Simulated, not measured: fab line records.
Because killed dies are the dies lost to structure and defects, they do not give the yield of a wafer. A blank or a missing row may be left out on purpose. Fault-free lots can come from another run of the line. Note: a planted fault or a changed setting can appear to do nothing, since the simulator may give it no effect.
Which tool did it? | flow n5-finfet | Sampling: 24 lots, 72 wafers, 4 of 1938 route steps

WHAT THE GAUGES READ, wafer by wafer
N5_BEOL_M2_THK_MEAS_01.
lot  | measured     | on            | M2_ILD_THK (nm)
L074 | day 6 14:32  | film-metro-02 | 79.7 78.8 79.0
L075 | day 6 16:05  | film-metro-02 | 77.0 76.8 80.1
L076 | day 6 18:05  | film-metro-02 | 78.2 81.1 80.7
L077 | day 7 11:03  | film-metro-01 | 77.4 79.6 78.6
L078 | day 7 15:02  | film-metro-01 | 77.0 78.3 79.7
L079 | day 7 15:17  | film-metro-01 | 79.8 80.5 77.8
L081 | day 8 11:08  | film-metro-02 | 76.4 78.6 79.7
L080 | day 8 11:37  | film-metro-02 | 80.2 79.2 80.1
L083 | day 8 19:51  | film-metro-01 | 78.5 79.1 79.6
L082 | day 8 20:29  | film-metro-01 | 79.8 77.4 78.8
L084 | day 8 22:26  | film-metro-01 | 79.0 79.8 79.9
L085 | day 9 04:00  | film-metro-01 | 81.0 81.0 81.6
L088 | day 9 19:14  | film-metro-02 | 80.7 80.4 80.3
L086 | day 9 22:03  | film-metro-02 | 77.2 80.9 80.3
L087 | day 10 00:07 | film-metro-02 | 77.2 78.9 79.1
L089 | day 10 04:31 | film-metro-01 | 78.0 79.0 78.1
L090 | day 10 06:22 | film-metro-01 | 79.3 79.1 81.3
L092 | day 10 19:28 | film-metro-01 | 77.5 79.7 80.1
L091 | day 10 19:34 | film-metro-02 | 77.2 77.9 80.8
L093 | day 11 06:01 | film-metro-02 | 77.4 78.4 78.2
L095 | day 11 09:17 | film-metro-02 | 78.9 81.0 78.3
L094 | day 11 10:55 | film-metro-01 | 78.4 77.9 79.2
L096 | day 12 02:51 | film-metro-01 | 78.2 78.3 77.0
L097 | day 12 06:25 | film-metro-02 | 79.4 81.6 79.9

N5_BEOL_M2_CD_MEAS_35: target cd 18 nm, target cd y 22.2 nm.
lot  | measured     | on        | cd-nm (nm)
L074 | day 6 19:42  | cd-sem-03 | 17.7 17.5 18.2
L075 | day 6 19:58  | cd-sem-02 | 17.8 18.9 18.4
L076 | day 6 22:58  | cd-sem-03 | 17.5 18.4 18.1
L077 | day 7 16:04  | cd-sem-02 | 18.7 18.1 18.7
L078 | day 7 20:52  | cd-sem-02 | 18.2 17.7 18.2
L079 | day 7 20:59  | cd-sem-01 | 18.0 17.7 18.0
L081 | day 8 19:19  | cd-sem-02 | 18.6 18.2 18.0
L080 | day 8 19:17  | cd-sem-03 | 18.1 18.4 18.0
L083 | day 8 23:22  | cd-sem-02 | 17.8 18.6 18.5
L082 | day 9 02:34  | cd-sem-03 | 19.0 18.1 17.9
L084 | day 9 02:56  | cd-sem-03 | 17.6 18.3 17.7
L085 | day 9 07:58  | cd-sem-03 | 18.1 17.9 18.4
L088 | day 9 23:10  | cd-sem-01 | 17.8 18.3 17.7
L086 | day 10 03:11 | cd-sem-01 | 18.6 18.5 18.7
L087 | day 10 08:01 | cd-sem-01 | 17.4 17.9 18.1
L089 | day 10 15:56 | cd-sem-03 | 17.7 17.9 17.7
L090 | day 10 19:30 | cd-sem-01 | 17.5 18.1 18.3
L092 | day 11 01:11 | cd-sem-01 | 17.8 18.3 18.2
L091 | day 11 01:37 | cd-sem-01 | 18.2 18.8 18.7
L093 | day 11 13:10 | cd-sem-03 | 18.3 18.3 18.1
L095 | day 11 13:19 | cd-sem-03 | 18.1 18.0 18.6
L094 | day 11 18:26 | cd-sem-02 | 18.1 17.9 17.3
L096 | day 12 11:02 | cd-sem-02 | 18.1 18.4 18.3
L097 | day 12 17:22 | cd-sem-01 | 18.6 18.1 18.5

EACH LOT AND THE TOOL THAT RAN IT (in order: tool; ch and the chambers of the sampled wafers; start)
lot  | N5_BEOL_M1_ANNEAL_95         | N5_BEOL_M2_VIA_ETCH_34
L074 | pvd-sputter-02, day 6 11:59  | rie-diel-06 ch 0,1,2, day 6 19:17
L075 | pvd-sputter-02, day 6 14:34  | rie-diel-04 ch 0,1,2, day 6 19:34
L076 | pvd-sputter-03, day 6 16:46  | rie-diel-04 ch 1,2,3, day 6 22:33
L077 | pvd-sputter-02, day 7 08:46  | rie-diel-04 ch 0,1,2, day 7 15:40
L078 | pvd-sputter-01, day 7 13:41  | rie-diel-01 ch 0,2,3, day 7 20:26
L079 | pvd-sputter-02, day 7 13:50  | rie-diel-04 ch 0,1,2, day 7 20:34
L081 | pvd-sputter-03, day 8 09:49  | rie-diel-01 ch 1,2,3, day 8 18:49
L080 | pvd-sputter-01, day 8 10:09  | rie-diel-04 ch 0,1,3, day 8 18:52
L083 | pvd-sputter-01, day 8 18:31  | rie-diel-06 ch 0,2, day 8 22:58
L082 | pvd-sputter-03, day 8 19:10  | rie-diel-04 ch 0,2,3, day 9 02:09
L084 | pvd-sputter-02, day 8 21:05  | rie-diel-04 ch 0,2,3, day 9 02:32
L085 | pvd-sputter-03, day 9 02:40  | rie-diel-01 ch 1,2,3, day 9 07:34
L088 | pvd-sputter-01, day 9 17:42  | rie-diel-04 ch 1,2,3, day 9 22:46
L086 | pvd-sputter-01, day 9 20:44  | rie-diel-04 ch 0,1,3, day 10 02:41
L087 | pvd-sputter-02, day 9 22:43  | rie-diel-04 ch 0,2,3, day 10 07:37
L089 | pvd-sputter-03, day 10 03:11 | rie-diel-04 ch 0,1, day 10 15:26
L090 | pvd-sputter-03, day 10 05:02 | rie-diel-01 ch 2,3, day 10 18:59
L092 | pvd-sputter-01, day 10 18:08 | rie-diel-01 ch 0,1,2, day 11 00:46
L091 | pvd-sputter-03, day 10 18:13 | rie-diel-01 ch 1,2,3, day 11 01:12
L093 | pvd-sputter-03, day 11 04:14 | rie-diel-04 ch 1,2, day 11 12:45
L095 | pvd-sputter-02, day 11 07:53 | rie-diel-01 ch 0,1, day 11 12:55
L094 | pvd-sputter-01, day 11 09:13 | rie-diel-01 ch 1,2,3, day 11 18:01
L096 | pvd-sputter-02, day 12 01:32 | rie-diel-01 ch 0,1,2, day 12 10:38
L097 | pvd-sputter-02, day 12 05:05 | rie-diel-04 ch 1,3, day 12 16:58
- N5_BEOL_M1_ANNEAL_95: time 240 s.
- N5_BEOL_M2_VIA_ETCH_34: etches the open film in C4F6/O2, target depth 69.4 nm, time 65.9 s.

AS READ BY THE TOOLS THEMSELVES (means over the sampled wafers that have a number; for cases with no such wafer, the mark the record gives instead)
N5_BEOL_M1_ANNEAL_95.
lot  | tool           | heater-power-w (W) | susceptor_temp_C_max
L074 | pvd-sputter-02 | 784                | 401.3
L075 | pvd-sputter-02 | 800                | 401.2
L076 | pvd-sputter-03 | 835                | 401.1
L077 | pvd-sputter-02 | 821                | 401.4
L078 | pvd-sputter-01 | 810                | 401.5
L079 | pvd-sputter-02 | 788                | 401.4
L081 | pvd-sputter-03 | 858                | 400.8
L080 | pvd-sputter-01 | 774                | 401.1
L083 | pvd-sputter-01 | 776                | 401.0
L082 | pvd-sputter-03 | 836                | 400.9
L084 | pvd-sputter-02 | 822                | 401.2
L085 | pvd-sputter-03 | 827                | 400.7
L088 | pvd-sputter-01 | 728                | 401.1
L086 | pvd-sputter-01 | 773                | 401.1
L087 | pvd-sputter-02 | 793                | 401.3
L089 | pvd-sputter-03 | 846                | 400.7
L090 | pvd-sputter-03 | 826                | 400.7
L092 | pvd-sputter-01 | 765                | 401.4
L091 | pvd-sputter-03 | 837                | 400.7
L093 | pvd-sputter-03 | 819                | 400.8
L095 | pvd-sputter-02 | 840                | 401.1
L094 | pvd-sputter-01 | 763                | 401.4
L096 | pvd-sputter-02 | 816                | 400.9
L097 | pvd-sputter-02 | 816                | 401.4

N5_BEOL_M2_VIA_ETCH_34.
lot  | tool        | chamber-pressure-mTorr (mTorr) | drypump-motor-current-A (A) | oes-product-au (a.u.) | rf-vpp-V (V) | showerhead-plenum-p-Torr (Torr) | throttle-valve-pct (%)
L074 | rie-diel-06 | 14.998                         | 5.7                         | 0.80                  | 680          | 2.88                            | 30.8
L075 | rie-diel-04 | 15.002                         | 5.7                         | 0.78                  | 672          | 2.89                            | 30.5
L076 | rie-diel-04 | 14.999                         | 5.7                         | 0.74                  | 665          | 2.85                            | 30.6
L077 | rie-diel-04 | 15.003                         | 5.7                         | 0.76                  | 673          | 2.88                            | 30.5
L078 | rie-diel-01 | 15.002                         | 5.5                         | 0.80                  | 662          | 2.82                            | 30.8
L079 | rie-diel-04 | 14.990                         | 5.7                         | 0.77                  | 672          | 2.88                            | 30.5
L081 | rie-diel-01 | 15.007                         | 5.6                         | 0.74                  | 676          | 2.83                            | 31.1
L080 | rie-diel-04 | 15.001                         | 5.9                         | 0.78                  | 682          | 2.83                            | 30.6
L083 | rie-diel-06 | 14.988                         | 5.6                         | 0.84                  | 684          | 2.85                            | 30.8
L082 | rie-diel-04 | 15.001                         | 6.0                         | 0.79                  | 668          | 2.87                            | 30.6
L084 | rie-diel-04 | 14.992                         | 6.0                         | 0.79                  | 668          | 2.87                            | 30.6
L085 | rie-diel-01 | 14.988                         | 5.7                         | 0.74                  | 674          | 2.82                            | 31.0
L088 | rie-diel-04 | 14.997                         | 5.7                         | 0.73                  | 665          | 2.84                            | 30.7
L086 | rie-diel-04 | 14.994                         | 6.0                         | 0.77                  | 683          | 2.82                            | 30.6
L087 | rie-diel-04 | 15.014                         | 5.9                         | 0.78                  | 667          | 2.86                            | 30.6
L089 | rie-diel-04 | 14.988                         | 5.9                         | 0.80                  | 689          | 2.85                            | 30.5
L090 | rie-diel-01 | 15.000                         | 5.7                         | 0.85                  | 678          | 2.92                            | 30.9
L092 | rie-diel-01 | 15.015                         | 5.5                         | 0.83                  | 666          | 2.94                            | 31.0
L091 | rie-diel-01 | 14.999                         | 5.6                         | 0.82                  | 678          | 2.93                            | 31.0
L093 | rie-diel-04 | 14.991                         | 5.4                         | 0.68                  | 670          | 2.85                            | 30.6
L095 | rie-diel-01 | 14.997                         | 5.3                         | 0.80                  | 657          | 2.87                            | 30.6
L094 | rie-diel-01 | 14.999                         | 5.7                         | 0.81                  | 678          | 2.93                            | 31.1
L096 | rie-diel-01 | 15.011                         | 5.5                         | 0.80                  | 666          | 2.94                            | 31.0
L097 | rie-diel-04 | 14.992                         | 5.7                         | 0.70                  | 680          | 2.80                            | 30.7

THE ANSWER, worked out from the rows above alone
Rule: the lots themselves supply what counts as usual. The widest of any qualifying gaps counts: lots, ordered by their means at a reading, are off when they make up no more than a third of the lots, leave a main group of 4 or more, and stand apart from it by 3 or more times the standard deviation of that group's means. A main group is skipped when, at the precision printed for the reading in the tables above, its means are all equal. Also off: a lot with no number at a reading for which 4 or more lots have one. All remaining lots with rows at the step are treated as sound. After the gauges, taken in route order, come the tools' own readings; for these a lot's mean is taken, as printed above. At the first step where some lot is off, the reading lying furthest off is the one used; lots without a number count as furthest.
No lot is off at any reading shown: from this, nothing can be told.

WHAT THE SIMULATOR HAD INSERTED
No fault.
